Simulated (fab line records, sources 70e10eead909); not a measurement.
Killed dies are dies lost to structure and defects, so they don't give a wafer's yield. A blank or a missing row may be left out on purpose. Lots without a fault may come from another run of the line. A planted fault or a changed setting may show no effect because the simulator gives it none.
Which tool did it? | flow nand_harc | 11 lots, 33 wafers sampled, at 6 steps of a route of 1302

WHAT THE GAUGES READ, wafer by wafer
NHARC_A_M0_CD_MEAS_09: target cd 80 nm.
lot  | measured     | on        | cd_nm (nm)
L486 | day 23 11:44 | cd_sem-01 | 80.4 79.6 79.8
L488 | day 23 14:37 | cd_sem-03 | 81.0 79.6 79.3
L493 | day 26 15:38 | cd_sem-01 | 106.8 107.1 106.8
L494 | day 26 17:42 | cd_sem-03 | 101.6 101.3 101.8
L496 | day 26 20:43 | cd_sem-01 | 107.9 107.1 107.8
L499 | day 28 17:35 | cd_sem-02 | 80.0 80.0 79.9
L505 | day 30 13:10 | cd_sem-03 | 80.9 79.2 79.7
L503 | day 30 15:40 | cd_sem-01 | 79.1 80.3 80.8
L504 | day 30 19:56 | cd_sem-03 | 78.8 80.2 79.6
L506 | day 32 12:31 | cd_sem-01 | 79.9 80.9 80.2
L508 | day 32 16:13 | cd_sem-02 | 79.8 80.6 79.8

NHARC_END_SORT_01.
lot  | measured     | on        | defect_limited_yield (%) | killed_at_array | killed_at_other | killed_at_periphery | killed_dies | killed_open | killed_short
L486 | day 25 13:26 | prober-02 | 88 87 89                 | 74 84 72        | 2 0 1           | 5 5 3               | 81 89 76    | 2 6 4       | 0 6 3
L488 | day 25 04:05 | prober-01 | 92 93 91                 | 47 45 53        | 2 2 3           | 6 2 4               | 55 49 60    | 5 2 5       | 3 2 1
L493 | day 28 05:53 | prober-02 | 85 85 84                 | 99 102 105      | 0 0 3           | 4 2 2               | 103 104 110 | 6 1 3       | 5 3 1
L494 | day 28 06:41 | prober-01 | 94 94 93                 | 35 38 42        | 2 3 4           | 1 3 1               | 38 44 47    | 0 0 2       | 0 1 1
L496 | day 28 15:21 | prober-01 | 89 88 88                 | 76 81 80        | 0 0 2           | 0 0 0               | 76 81 82    | 1 3 3       | 5 5 3
L499 | day 30 10:26 | prober-01 | 91 92 92                 | 61 53 49        | 0 0 0           | 1 4 3               | 62 57 52    | 0 4 1       | 1 2 3
L505 | day 32 05:26 | prober-02 | 90 88 89                 | 63 75 67        | 3 3 2           | 4 6 4               | 70 84 73    | 3 4 3       | 2 1 3
L503 | day 32 04:36 | prober-01 | 81 86 85                 | 119 85 94       | 0 0 0           | 9 7 9               | 128 92 103  | 3 0 2       | 2 1 2
L504 | day 33 07:31 | prober-02 | 89 90 89                 | 68 58 66        | 1 5 8           | 3 7 3               | 72 70 77    | 3 4 5       | 2 4 5
L506 | day 35 09:43 | prober-01 | 94 93 92                 | 32 40 49        | 1 0 0           | 5 5 4               | 38 45 53    | 4 1 7       | 3 0 1
L508 | day 35 08:51 | prober-02 | 84 88 90                 | 107 77 68       | 0 0 1           | 2 2 0               | 109 79 69   | 5 5 3       | 2 1 2

WHICH TOOL RAN EACH LOT (tool, then ch and the chambers of the sampled wafers, then the start)
lot  | NHARC_A_BLC_ETCH_17                           | NHARC_A_M0_PEB_07                 | NHARC_A_M0_ETCH_34                 | NHARC_A_M0_ETCH_15
L486 | rie_diel-07 ch 1,2,3, day 23 11:38 or earlier | litho_track-01 ch 0, day 23 11:38 | rie_diel-02 ch 1,2, day 23 11:59   | rie_diel-02 ch 0,1,3, day 25 13:26 or earlier
L488 | rie_diel-07 ch 0,2,3, day 23 14:32 or earlier | litho_track-01 ch 0, day 23 14:32 | rie_diel-03 ch 1,2,3, day 23 14:53 | rie_diel-03 ch 0,1,2, day 25 04:05 or earlier
L493 | rie_diel-07 ch 0,1,3, day 26 15:34 or earlier | litho_track-04 ch 0, day 26 15:34 | rie_diel-06 ch 0,1,2, day 26 15:55 | rie_diel-06 ch 0,1,3, day 28 05:53 or earlier
L494 | rie_diel-01 ch 0,3, day 26 17:37 or earlier   | litho_track-04 ch 0, day 26 17:37 | rie_diel-06 ch 1,2,3, day 26 17:59 | rie_diel-06 ch 1,2,3, day 28 06:41 or earlier
L496 | rie_diel-13 ch 0,2,3, day 26 20:38 or earlier | litho_track-04 ch 0, day 26 20:38 | rie_diel-02 ch 0,1, day 26 20:59   | rie_diel-02 ch 0,1, day 28 15:21 or earlier
L499 | rie_diel-13 ch 1,2,3, day 28 17:30 or earlier | litho_track-01 ch 0, day 28 17:30 | rie_diel-02 ch 0,1,3, day 28 17:51 | rie_diel-02 ch 1,2,3, day 30 10:26 or earlier
L505 | rie_diel-13 ch 1,3, day 30 13:05 or earlier   | litho_track-01 ch 0, day 30 13:05 | rie_diel-06 ch 0,3, day 30 13:26   | rie_diel-06 ch 0,2,3, day 32 05:26 or earlier
L503 | rie_diel-07 ch 0,1, day 30 15:35 or earlier   | litho_track-01 ch 0, day 30 15:35 | rie_diel-02 ch 2,3, day 30 15:56   | rie_diel-02 ch 0,1, day 32 04:36 or earlier
L504 | rie_diel-07 ch 0,1, day 30 19:51 or earlier   | litho_track-01 ch 0, day 30 19:51 | rie_diel-03 ch 1,2, day 30 20:12   | rie_diel-03 ch 0,1,2, day 33 07:31 or earlier
L506 | rie_diel-07 ch 1,2,3, day 32 12:26 or earlier | litho_track-04 ch 0, day 32 12:26 | rie_diel-06 ch 0,1,2, day 32 12:48 | rie_diel-06 ch 0,1,3, day 35 09:43 or earlier
L508 | rie_diel-13 ch 0,1,3, day 32 16:08 or earlier | litho_track-04 ch 0, day 32 16:08 | rie_diel-02 ch 0,2,3, day 32 16:29 | rie_diel-02 ch 0,1,3, day 35 08:51 or earlier
- NHARC_A_BLC_ETCH_17: etches the open film in N2/H2, target depth 390 nm, time 609.38 s.
- NHARC_A_M0_PEB_07: peb time 65 s.
- NHARC_A_M0_ETCH_34: etches the open film in N2/H2, target depth 40 nm, overetch 12 nm, time 43.94 s.
- NHARC_A_M0_ETCH_15: etches the open film in C4F8/Ar, target depth 150 nm, overetch 15 nm, time 82.5 s.

WHAT THE TOOLS THEMSELVES READ (means of the sampled wafers that have a number; where no wafer has one, the mark that the record gives instead)
NHARC_A_BLC_ETCH_17.
lot  | tool        | chamber_pressure_mTorr (mTorr) | drypump_motor_current_A (A) | oes_product_au (a.u.) | rf_vpp_V (V) | showerhead_plenum_p_Torr (Torr) | throttle_valve_pct (%)
L486 | rie_diel-07 | 30.014                         | 5.9                         | 1.011                 | 428.3        | 1.96                            | 14.168
L488 | rie_diel-07 | 29.983                         | 5.9                         | 1.010                 | 429.5        | 1.99                            | 14.175
L493 | rie_diel-07 | 30.004                         | 6.1                         | 1.012                 | 429.2        | 2.00                            | 14.180
L494 | rie_diel-01 | 30.012                         | 6.4                         | 1.004                 | 428.3        | 1.96                            | 14.177
L496 | rie_diel-13 | 30.007                         | 5.6                         | 1.003                 | 427.6        | 1.93                            | 14.166
L499 | rie_diel-13 | 29.984                         | 5.5                         | 1.002                 | 426.2        | 1.91                            | 14.172
L505 | rie_diel-13 | 30.006                         | 5.9                         | 1.005                 | 426.3        | 1.90                            | 14.171
L503 | rie_diel-07 | 30.024                         | 6.0                         | 1.000                 | 429.0        | 1.99                            | 14.179
L504 | rie_diel-07 | 29.983                         | 6.0                         | 0.992                 | 430.4        | 2.03                            | 14.174
L506 | rie_diel-07 | 29.978                         | 5.9                         | 0.997                 | 428.0        | 1.95                            | 14.173
L508 | rie_diel-13 | 29.998                         | 5.7                         | 0.994                 | 426.5        | 1.92                            | 14.185

NHARC_A_M0_PEB_07.
lot  | tool           | heater_power_total_W (W) | plate_temp_C (C) | resist_line_temp_C (C)
L486 | litho_track-01 | 156.4                    | 100.06           | 23.04
L488 | litho_track-01 | 156.3                    | 100.02           | 23.06
L493 | litho_track-04 | 174.9                    | 108.17           | 22.98
L494 | litho_track-04 | 174.7                    | 108.39           | 23.10
L496 | litho_track-04 | 174.6                    | 108.31           | 22.88
L499 | litho_track-01 | 156.9                    | 99.85            | 23.00
L505 | litho_track-01 | 157.0                    | 100.10           | 22.99
L503 | litho_track-01 | 156.3                    | 100.06           | 22.98
L504 | litho_track-01 | 156.8                    | 100.13           | 23.14
L506 | litho_track-04 | 156.7                    | 99.96            | 22.95
L508 | litho_track-04 | 156.4                    | 99.93            | 22.99

NHARC_A_M0_ETCH_34.
lot  | tool        | chamber_pressure_mTorr (mTorr) | drypump_motor_current_A (A) | oes_product_au (a.u.) | rf_vpp_V (V) | showerhead_plenum_p_Torr (Torr) | throttle_valve_pct (%)
L486 | rie_diel-02 | 30.024                         | 5.4                         | 1.005                 | 433.3        | 2.14                            | 14.180
L488 | rie_diel-03 | 29.986                         | 5.8                         | 1.003                 | 429.8        | 1.99                            | 14.170
L493 | rie_diel-06 | 29.969                         | 5.6                         | 1.003                 | 432.2        | 2.08                            | 14.172
L494 | rie_diel-06 | 30.019                         | 5.6                         | 1.001                 | 431.9        | 2.08                            | 14.175
L496 | rie_diel-02 | 30.015                         | 5.1                         | 0.982                 | 433.2        | 2.14                            | 14.171
L499 | rie_diel-02 | 29.986                         | 5.4                         | 0.994                 | 434.0        | 2.16                            | 14.166
L505 | rie_diel-06 | 30.014                         | 5.3                         | 0.995                 | 432.3        | 2.11                            | 14.173
L503 | rie_diel-02 | 29.969                         | 5.8                         | 0.992                 | 433.9        | 2.19                            | 14.175
L504 | rie_diel-03 | 29.986                         | 6.0                         | 1.004                 | 431.4        | 2.07                            | 14.169
L506 | rie_diel-06 | 29.982                         | 5.5                         | 0.995                 | 431.5        | 2.08                            | 14.174
L508 | rie_diel-02 | 29.999                         | 5.5                         | 1.000                 | 434.3        | 2.17                            | 14.171

NHARC_A_M0_ETCH_15.
lot  | tool        | chamber_pressure_mTorr (mTorr) | oes_product_au (a.u.) | rf_vpp_V (V)
L486 | rie_diel-02 | 25.003                         | 0.969                 | 443.6
L488 | rie_diel-03 | 24.984                         | 0.953                 | 438.7
L493 | rie_diel-06 | 24.983                         | 0.929                 | 444.4
L494 | rie_diel-06 | 25.030                         | 0.961                 | 442.7
L496 | rie_diel-02 | 24.967                         | 0.952                 | 443.6
L499 | rie_diel-02 | 24.990                         | 0.956                 | 444.6
L505 | rie_diel-06 | 25.016                         | 0.965                 | 441.7
L503 | rie_diel-02 | 24.977                         | 0.926                 | 442.9
L504 | rie_diel-03 | 25.009                         | 0.930                 | 439.8
L506 | rie_diel-06 | 25.021                         | 0.924                 | 442.2
L508 | rie_diel-02 | 25.010                         | 0.966                 | 443.8

THE ANSWER, worked out from the rows above alone
Rule: what is usual is taken from the lots themselves. Put in order of their means at a reading, lots are off if they are a third of the lots or fewer, leave a main group of 4 or more, and stand apart from it by a gap of 3 or more times the standard deviation of the main group's means; of several such gaps the widest counts. A main group whose means are all the same, to the digits that the tables above print for the reading, isn't used. A lot without any number at a reading at which 4 lots or more have one is off too. The other lots that the step has rows for count as sound. The gauges are gone through in route order, then the tools' own readings, and for those a lot's mean is taken as printed above. The first step at which some lot is off is used, and at that step the reading that is off furthest; a lot without a number counts as furthest.
Off: L493, L494, L496, at NHARC_A_M0_CD_MEAS_09 (cd_nm). The main group: mean 80.0 nm, standard deviation 0.21.
A tool fits if, at a process step before that reading, it ran every lot that is off, and no sound lot after the first of them. The gauges at NHARC_A_M0_CD_MEAS_09 aren't tried: what is off there is off at NHARC_A_M0_PEB_07 too, on other tools, and a gauge's error can't cause that. NHARC_A_BLC_ETCH_17 gives no start for some lots, so the hours and the order of its lots are those of NHARC_A_M0_PEB_07. None of those tried fits.

WHAT THE SIMULATOR HAD PUT IN
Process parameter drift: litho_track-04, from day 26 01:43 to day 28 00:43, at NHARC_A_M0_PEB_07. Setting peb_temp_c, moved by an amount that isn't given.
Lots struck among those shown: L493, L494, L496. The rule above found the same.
